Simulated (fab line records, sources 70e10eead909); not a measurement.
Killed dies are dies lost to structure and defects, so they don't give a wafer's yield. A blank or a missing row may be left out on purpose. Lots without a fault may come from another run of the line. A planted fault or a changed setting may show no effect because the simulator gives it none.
Which tool did it? | flow nand_harc | 7 lots, 21 wafers sampled, at 5 steps of a route of 1159

WHAT THE GAUGES READ, wafer by wafer
NHARC_END_SORT_01.
lot  | measured     | on        | killed_at_periphery
L640 | day 21 05:53 | prober-02 | 6 5 1
L646 | day 22 06:58 | prober-02 | 5 6 4
L644 | day 23 07:20 | prober-02 | 638 617 626
L649 | day 23 21:16 | prober-02 | 4 6 6
L650 | day 23 08:07 | prober-01 | 4 6 2
L651 | day 24 07:02 | prober-02 | 2 0 0
L656 | day 25 02:05 | prober-02 | 5 3 4

WHICH TOOL RAN EACH LOT (tool, then ch and the chambers of the sampled wafers, then the start)
lot  | NHARC_P_GATE_SPUTTER_78      | NHARC_THIN_TSV_ETCH_15           | NHARC_THIN_TSV_DEP_47           | NHARC_THIN_TSV_DEGAS_49
L640 | pvd_sputter-03, day 7 01:29  | rie_si-01 ch 1,3, day 20 16:34   | pecvd-04 ch 0,1,2, day 20 17:35 | pvd_sputter-02, day 20 18:46
L646 | pvd_sputter-02, day 8 16:58  | rie_si-03 ch 1,2,3, day 21 08:50 | pecvd-03 ch 0,2, day 21 09:53   | pvd_sputter-01, day 21 10:46
L644 | pvd_sputter-03, day 8 23:28  | -                                | -                               | -
L649 | pvd_sputter-01, day 9 09:14  | rie_si-03 ch 1,3, day 23 06:47   | pecvd-03 ch 1,2, day 23 08:01   | pvd_sputter-02, day 23 08:58
L650 | pvd_sputter-01, day 9 18:58  | rie_si-06 ch 0,2,3, day 22 18:22 | pecvd-04 ch 0,1, day 22 19:25   | pvd_sputter-02, day 22 20:18
L651 | pvd_sputter-03, day 10 07:46 | rie_si-01 ch 0,2,3, day 23 13:05 | pecvd-01 ch 1,2, day 23 14:23   | pvd_sputter-03, day 23 16:31
L656 | pvd_sputter-03, day 11 07:52 | rie_si-06 ch 0,1, day 24 11:56   | pecvd-03 ch 0,1,2, day 24 13:12 | pvd_sputter-01, day 24 14:04
- NHARC_P_GATE_SPUTTER_78: material Ni, target thk 10 nm.
- NHARC_THIN_TSV_ETCH_15: target depth 3000 nm, bosch target overetch cycles 2, bosch etch step 2.8 s.
- NHARC_THIN_TSV_DEP_47: deposits SiO2, target thk 200 nm.
- NHARC_THIN_TSV_DEGAS_49: time 120 s.

THE ANSWER, worked out from the rows above alone
Rule: what is usual is taken from the lots themselves. Put in order of their means at a reading, lots are off if they are a third of the lots or fewer, leave a main group of 4 or more, and stand apart from it by a gap of 3 or more times the standard deviation of the main group's means; of several such gaps the widest counts. A main group whose means are all the same, to the digits that the tables above print for the reading, isn't used. A lot without any number at a reading at which 4 lots or more have one is off too. The other lots that the step has rows for count as sound.
Off: L644, at NHARC_END_SORT_01 (killed_at_periphery). The main group: mean 3.8, standard deviation 1.5.
A tool fits if, at a process step before that reading, it ran every lot that is off, and no sound lot after the first of them. The gauges at NHARC_END_SORT_01 are tried like those tools. None of those tried fits.

WHAT THE SIMULATOR HAD PUT IN
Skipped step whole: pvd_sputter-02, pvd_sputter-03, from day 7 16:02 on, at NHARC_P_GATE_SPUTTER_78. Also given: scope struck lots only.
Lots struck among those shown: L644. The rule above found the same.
